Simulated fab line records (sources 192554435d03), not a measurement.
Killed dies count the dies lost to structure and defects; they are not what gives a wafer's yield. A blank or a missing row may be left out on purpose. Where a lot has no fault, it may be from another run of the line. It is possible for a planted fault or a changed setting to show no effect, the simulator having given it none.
Matching of chambers + flow n5Finfet + aldSin-04 running N5_BEOL_M4_ALD_98: 4 sister chambers
The step deposits SiO2, target thk 2.5 nm, pulse time 1 s, co reactant pulse time 1 s. 8 wafers are shown with their chamber, then 7 later ones without.

== EACH WAFER AND ITS CHAMBER ==
| wafer  | chamber | heaterPowerW (W) | precursorPulseHeightRel |
|--------|---------|------------------|-------------------------|
| L076.1 | 2       | 77               | 1.011                   |
| L076.6 | 2       | 75               | 1.004                   |
| L077.1 | 0       | 84               | 1.013                   |
| L081.2 | 0       | 86               | 1.013                   |
| L081.4 | 3       | 75               | 1.010                   |
| L081.5 | 1       | 78               | 0.989                   |
| L083.2 | 1       | 78               | 1.019                   |
| L083.4 | 3       | 77               | 1.024                   |

== WAFERS WHOSE CHAMBER IS MISSING ==
| wafer  | heaterPowerW (W) | precursorPulseHeightRel |
|--------|------------------|-------------------------|
| L083.5 | 75               | 0.977                   |
| L097.1 | 76               | 1.001                   |
| L097.4 | 72               | 1.018                   |
| L097.5 | 75               | 0.989                   |
| L096.1 | 71               | 1.028                   |
| L096.2 | 71               | 0.996                   |
| L096.3 | 76               | 1.035                   |

== EACH ONE'S CHAMBER ==
| wafer  | from the rows above          | in truth |
|--------|------------------------------|----------|
| L083.5 | can't be placed: 2 or 1 or 3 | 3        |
| L097.1 | can't be placed: 2 or 3 or 1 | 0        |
| L097.4 | can't be placed: 3 or 2 or 1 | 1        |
| L097.5 | can't be placed: 2 or 3 or 1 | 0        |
| L096.1 | can't be placed: 3 or 2 or 1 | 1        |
| L096.2 | can't be placed: 2 or 3 or 1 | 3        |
| L096.3 | can't be placed: 3 or 2 or 1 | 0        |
Correctly placed: 0 of 7. These rows do not allow placing 7 (true chamber among the candidates in 4). 0 placed wrongly.
How it was worked out, from the rows above alone: a wafer's distance from a chamber is the root of the sum, over the readings, of the square of ((its reading less the chamber's mean) divided by the reading's scatter). If the next closest chamber is less than 2 further off than the closest, the wafer can't be placed; otherwise it belongs to the closest. The mean given for a chamber averages the wafers shown for that chamber. The scatter is the square root of a quotient: the sum, over the shown wafers, of each reading's squared deviation from its chamber's mean, divided by wafers minus chambers.
